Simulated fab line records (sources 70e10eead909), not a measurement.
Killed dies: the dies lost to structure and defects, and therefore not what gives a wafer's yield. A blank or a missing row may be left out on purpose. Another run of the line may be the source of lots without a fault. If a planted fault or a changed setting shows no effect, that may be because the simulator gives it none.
8D (eight disciplines) problem report, filled in by code	flow nand-harc	the parts of the form that need people (team, actions taken, sign-off) are left out

== 1. WHAT WENT WRONG ==
At NHARC_P_M1_EXPOSE_06, exposure-dose-mJ-cm2 averages 85.79 over 6 wafers from 2 lots, while fault-free wafers read 81.84, standard deviation 0.11. Relative to the usual mean, that is a shift of +36 standard deviations.
The step: exposes mask P M1, target cd 130 nm.
Seen first at day 9 02:58 on arfi-scanner-03, wafer L292.2. At this step, 42 wafers from 14 lots have a number in the record. Rule for "out", or "out of limits": more than 4 standard deviations from the usual mean. The rest of the wafers with a number are treated as sound.

== 2. WHAT IT IS; WHAT IT IS NOT ==
question	is	is not
which readings at this step	exposure-dose-mJ-cm2	-
which lots	L292, L294	L286, L287, L295, L296, L297, L299, L301, L302, L304, L305, L306, L308
which wafers of those lots	all that have a number	-
read on which tools	arfi-scanner-03	arfi-scanner-01, arfi-scanner-02
when	from day 9 02:58	up to then (6 sound wafers); but 30 sound wafers of L295, L296, L297, L299, L301, L302, L304, L305, L306, L308 came after

== 3. WHAT RULES OUT EACH SUSPECT ==
Counting: a tool at a process step up to the reading stays a suspect if it ran every lot that is out and no sound lot after the first of them.
- arfi-scanner-03 at NHARC_P_M1_EXPOSE_06 (exposes mask P M1, target cd 130 nm): kept. Every lot that is out went through it, starting with L292 (day 9 02:58), and after that it ran no sound lot; the last sound lot it ran before then is L287 (day 7 05:22). On those wafers its own readings are out: exposure-dose-mJ-cm2.
After counting, what remains is arfi-scanner-03 at NHARC_P_M1_EXPOSE_06.

== 4. THE CAUSE (what the simulator had put in) ==
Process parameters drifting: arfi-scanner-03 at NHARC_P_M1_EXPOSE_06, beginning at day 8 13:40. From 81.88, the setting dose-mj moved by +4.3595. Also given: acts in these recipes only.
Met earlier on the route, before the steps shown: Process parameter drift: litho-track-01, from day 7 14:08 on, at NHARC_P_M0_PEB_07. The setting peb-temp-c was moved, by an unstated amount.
After counting, this tool was the only one left.

== 5. THE EFFECT CHAIN, in route order ==
Each row: a reading where the mean over the struck wafers with a number is more than 3 standard deviations away from the usual. Only readings for which the record gives a usual standard deviation are gone through. hours: the time from each lot's start at the first step in this table that gives one to its start at this step, as a median over the lots. sigmas: the change in usual standard deviations.
hours	step	reading	usual	on struck wafers	change	sigmas
0	NHARC_P_M1_EXPOSE_06	exposure-dose-mJ-cm2	81.84	85.79	+3.95	+36
Here are the process steps it includes:
- NHARC_P_M1_EXPOSE_06: exposes mask P M1, target cd 130 nm.
At these later measuring or inspecting steps, every struck wafer for which the step has a row has a number for every such reading, and none has moved that far: NHARC_END_SORT_01.

== 6. WHAT WOULD HAVE CAUGHT IT SOONER ==
First out-of-limits reading in this record: day 9 02:58, which is 13 hours after fault onset at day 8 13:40.
